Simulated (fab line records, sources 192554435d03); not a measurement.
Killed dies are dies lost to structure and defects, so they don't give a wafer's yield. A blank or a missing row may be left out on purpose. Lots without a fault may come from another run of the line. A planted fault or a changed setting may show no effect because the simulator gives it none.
Which tool did it? | flow n5_finfet | 13 lots, 37 wafers sampled, at 3 steps of a route of 1938

WHAT THE GAUGES READ, wafer by wafer
The record holds no reading of a measuring or inspecting step that can be judged against a usual standard deviation.

WHICH TOOL RAN EACH LOT (tool, then ch and the chambers of the sampled wafers, then the start)
lot  | N5_BEOL_M15_DEGAS_41         | N5_BEOL_M15_CMP_49            | N5_MIM_BOT_DEGAS_01
L792 | pvd_sputter-01, day 11 06:52 | cmp-01 ch 0,1,2, day 11 07:49 | pvd_sputter-03, day 11 10:40
L791 | pvd_sputter-01, day 11 09:52 | cmp-02 ch 1,2, day 11 10:49   | pvd_sputter-01, day 11 13:48
L797 | pvd_sputter-03, day 12 17:51 | cmp-02 ch 0,3, day 12 19:03   | pvd_sputter-01, day 12 22:32
L796 | pvd_sputter-01, day 12 19:38 | cmp-02 ch 0,2, day 12 21:58   | pvd_sputter-02, day 13 01:20
L794 | pvd_sputter-02, day 13 02:02 | cmp-02 ch 2,3, day 13 02:58   | pvd_sputter-02, day 13 05:40
L800 | pvd_sputter-03, day 13 18:50 | cmp-04 ch 0,1,2, day 13 19:43 | pvd_sputter-03, day 13 21:58
L799 | pvd_sputter-02, day 13 19:00 | cmp-02 ch 0,2,3, day 13 19:55 | pvd_sputter-02, day 13 22:08
L803 | pvd_sputter-01, day 14 15:22 | cmp-04 ch 0,1,3, day 14 17:04 | pvd_sputter-03, day 14 21:37
L806 | pvd_sputter-01, day 15 23:31 | cmp-04 ch 1,2, day 16 00:43   | pvd_sputter-01, day 16 03:41
L809 | pvd_sputter-02, day 16 04:52 | cmp-04 ch 2,3, day 16 06:23   | pvd_sputter-01, day 16 07:53
L810 | pvd_sputter-02, day 16 10:56 | cmp-04 ch 0,1, day 16 12:16   | pvd_sputter-01, day 16 13:55
L813 | pvd_sputter-03, day 17 04:30 | cmp-01 ch 0,2, day 17 06:01   | pvd_sputter-02, day 17 09:32
L812 | pvd_sputter-02, day 17 04:38 | cmp-02 ch 1,2, day 17 06:21   | pvd_sputter-01, day 17 09:36
- N5_BEOL_M15_DEGAS_41: time 60 s.
- N5_BEOL_M15_CMP_49: polishes, stops on SiO2, t overpolish 4.9 s, target thk 850 nm.
- N5_MIM_BOT_DEGAS_01: time 60 s.

WHAT THE TOOLS THEMSELVES READ (means of the sampled wafers that have a number; where no wafer has one, the mark that the record gives instead)
N5_BEOL_M15_DEGAS_41.
lot  | tool           | heater_power_w (W)
L792 | pvd_sputter-01 | 510
L791 | pvd_sputter-01 | 517
L797 | pvd_sputter-03 | 545
L796 | pvd_sputter-01 | 512
L794 | pvd_sputter-02 | 483
L800 | pvd_sputter-03 | 504
L799 | pvd_sputter-02 | 484
L803 | pvd_sputter-01 | 524
L806 | pvd_sputter-01 | 578
L809 | pvd_sputter-02 | 481
L810 | pvd_sputter-02 | 465
L813 | pvd_sputter-03 | 442
L812 | pvd_sputter-02 | 522

N5_BEOL_M15_CMP_49.
lot  | tool   | barrier_field_endpoint_s (s) | motor_current_A (A) | overpolish_run_s (s) | platen_rpm (rpm) | retaining_ring_pressure_frac
L792 | cmp-01 | 11.49                        | 7.9                 | 4.907                | 79.96            | 1.003
L791 | cmp-02 | 11.45                        | 8.0                 | 4.902                | 80.02            | 1.006
L797 | cmp-02 | 11.22                        | 8.1                 | 4.902                | 79.99            | 1.001
L796 | cmp-02 | 11.37                        | 7.8                 | 4.888                | 80.04            | 1.001
L794 | cmp-02 | 11.09                        | 7.5                 | 4.897                | 79.96            | 1.004
L800 | cmp-04 | 11.65                        | 7.9                 | 4.897                | 79.95            | 1.003
L799 | cmp-02 | 11.41                        | 8.0                 | 4.901                | 80.05            | 0.997
L803 | cmp-04 | 11.53                        | 8.5                 | 4.888                | 79.98            | 1.000
L806 | cmp-04 | 9.02                         | 7.6                 | 4.902                | 80.02            | 1.000
L809 | cmp-04 | 9.97                         | 7.8                 | 4.896                | 79.96            | 1.004
L810 | cmp-04 | 8.53                         | 7.8                 | 4.903                | 80.03            | 1.005
L813 | cmp-01 | 10.83                        | 7.8                 | 4.896                | 80.05            | 0.997
L812 | cmp-02 | 11.70                        | 8.0                 | 4.902                | 80.02            | 1.008

N5_MIM_BOT_DEGAS_01.
lot  | tool           | heater_power_w (W)
L792 | pvd_sputter-03 | 449
L791 | pvd_sputter-01 | 555
L797 | pvd_sputter-01 | 513
L796 | pvd_sputter-02 | 525
L794 | pvd_sputter-02 | 559
L800 | pvd_sputter-03 | 497
L799 | pvd_sputter-02 | 485
L803 | pvd_sputter-03 | 453
L806 | pvd_sputter-01 | 590
L809 | pvd_sputter-01 | 487
L810 | pvd_sputter-01 | 580
L813 | pvd_sputter-02 | 604
L812 | pvd_sputter-01 | 551

THE ANSWER, worked out from the rows above alone
Rule: what is usual is taken from the lots themselves. Put in order of their means at a reading, lots are off if they are a third of the lots or fewer, leave a main group of 4 or more, and stand apart from it by a gap of 3 or more times the standard deviation of the main group's means; of several such gaps the widest counts. A main group whose means are all the same, to the digits that the tables above print for the reading, isn't used. A lot without any number at a reading at which 4 lots or more have one is off too. The other lots that the step has rows for count as sound. The gauges are gone through in route order, then the tools' own readings, and for those a lot's mean is taken as printed above. The first step at which some lot is off is used, and at that step the reading that is off furthest; a lot without a number counts as furthest.
Off: L806, L809, L810, at N5_BEOL_M15_CMP_49 (barrier_field_endpoint_s). The main group: mean 11.37 s, standard deviation 0.25.
A tool fits if, at that step or a process step before it, it ran every lot that is off, and no sound lot after the first of them. One fits: cmp-04 at N5_BEOL_M15_CMP_49. Its last sound lot is L803 (day 14 17:04), its first lot that is off L806 (day 16 00:43): a fault that began between those two fits.
The tool's own readings at N5_BEOL_M15_CMP_49 bear it out: on the lots that are off they differ by more than 5 times the standard deviation of the sound lots' means. barrier_field_endpoint_s reads 9.17 s there against 11.37 s on the sound lots.

WHAT THE SIMULATOR HAD PUT IN
Process parameter drift: cmp-04, from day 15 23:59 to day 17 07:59, at N5_BEOL_M15_CMP_49. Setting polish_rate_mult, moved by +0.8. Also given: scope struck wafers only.
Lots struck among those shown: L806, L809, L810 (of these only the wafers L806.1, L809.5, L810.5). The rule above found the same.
